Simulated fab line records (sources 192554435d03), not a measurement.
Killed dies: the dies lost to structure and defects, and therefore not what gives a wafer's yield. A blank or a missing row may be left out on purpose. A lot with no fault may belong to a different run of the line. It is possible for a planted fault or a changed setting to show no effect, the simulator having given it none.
A single fault, viewed from 3 desks -- flow n5_finfet -- numbers are kept per desk, each desk with only its own; the story behind them comes last

AT THE METROLOGY DESK
Means of the sampled wafers that have a number, per lot and without regard to the tool the lot ran on: this is what the gauges read. A lot is out of limits, marked OUT, if its mean lies more than 4 standard deviations from the usual mean; the brackets give that distance. Readings shown: 7 of its 11, picked as those furthest out on some lot.
Columns: A = DIBL_N at N5_BEOL_M4_RC_MEAS_101, usual 36.3 mV/V; B = DIBL_P at N5_BEOL_M4_RC_MEAS_101, usual 36.5 mV/V; C = IOFF_P at N5_BEOL_M4_RC_MEAS_101, usual 0.22 nA/um; D = ION_N at N5_BEOL_M4_RC_MEAS_101, usual 677 uA/um; E = ION_P at N5_BEOL_M4_RC_MEAS_101, usual 466 uA/um; F = VT_N at N5_BEOL_M4_RC_MEAS_101, usual 249 mV; G = VT_P at N5_BEOL_M4_RC_MEAS_101, usual -248.9 mV
lot,first seen here,A,B,C,D,E,F,G
L264,day 1 17:16,35.3,35.4,0.22,673,470,250,-247.1
L268,day 2 17:13,37.2,36.8,0.24,689,471,248,-248.3
L271,day 3 10:59,36.5,38.3,0.30,695,482,244,-243.4
L272,day 3 17:02,36.4,36.5,0.18,674,458,252,-255.3
L273,day 3 23:29,34.4,35.1,0.21,667,464,251,-247.1
L282,day 6 05:51,35.5,35.8,0.21,677,467,248,-250.8
L284,day 6 17:51,34.4,34.4,0.21,672,468,251,-247.8
L285,day 6 23:02,32.8,32.8,0.16,654,455,255,-252.9
L286,day 7 05:23,36.2,36.9,0.24,682,470,248,-246.8
L287,day 7 11:10,35.5,37.0,0.23,680,468,248,-248.5
Result from this desk: across the 10 lots, nothing is out of limits.

THE DEFECT DESK
Lot by lot, what the route's inspections counted, given as the mean of those sampled wafers with a number. A lot is out of limits, marked OUT, if its mean lies more than 4 standard deviations from the usual mean; the brackets give that distance.
Columns: A = raw_defect_count at N5_PMOS_HMC_CHANNEL_EPI_INSPECT_11, usual 2.1
lot,first seen here,A
L264,day 1 17:17,1.7
L268,day 2 17:15,2.7
L271,day 3 11:00,1.7
L272,day 3 17:04,2.0
L273,day 3 23:30,0.7
L282,day 6 05:52,2.3
L284,day 6 17:52,1.7
L285,day 6 23:04,2.7
L286,day 7 05:24,2.3
L287,day 7 11:11,2.0
Result from this desk: across the 10 lots, nothing is out of limits.

AT THE TOOL OWNER'S DESK: ald_sin-03
The tool's own readings at N5_FIN_SAQP_ALD_61 (deposits SiO2, target thk 4 nm, pulse time 1 s, purge time 2 s): means of the sampled wafers that have a number, for each lot that ran on this tool. A lot is out of limits, marked OUT, if its mean lies more than 4 standard deviations from the usual mean; the brackets give that distance.
Columns: A = heater_power_w at N5_FIN_SAQP_ALD_61, usual 478 W; B = precursor_pulse_height_rel at N5_FIN_SAQP_ALD_61, usual 1.001; C = susceptor_temp_C at N5_FIN_SAQP_ALD_61, usual 300.02 C
lot,first seen here,A,B,C
L268,day 2 20:09,467,1.020,300.01
L271,day 3 15:09,462,1.013,299.93
L272,day 3 20:37,494,0.985,299.91
L273,day 4 03:35,479,1.007,299.98
L285,day 7 02:17,466,1.008,299.80
Result from this desk: across the 5 lots, nothing is out of limits.

TAKEN TOGETHER
Nothing out of limits was seen by the metrology desk.
No out-of-limits result turned up at the defect desk.
The tool owner's desk saw nothing out of limits.

WHAT WAS PUT IN BY THE SIMULATOR
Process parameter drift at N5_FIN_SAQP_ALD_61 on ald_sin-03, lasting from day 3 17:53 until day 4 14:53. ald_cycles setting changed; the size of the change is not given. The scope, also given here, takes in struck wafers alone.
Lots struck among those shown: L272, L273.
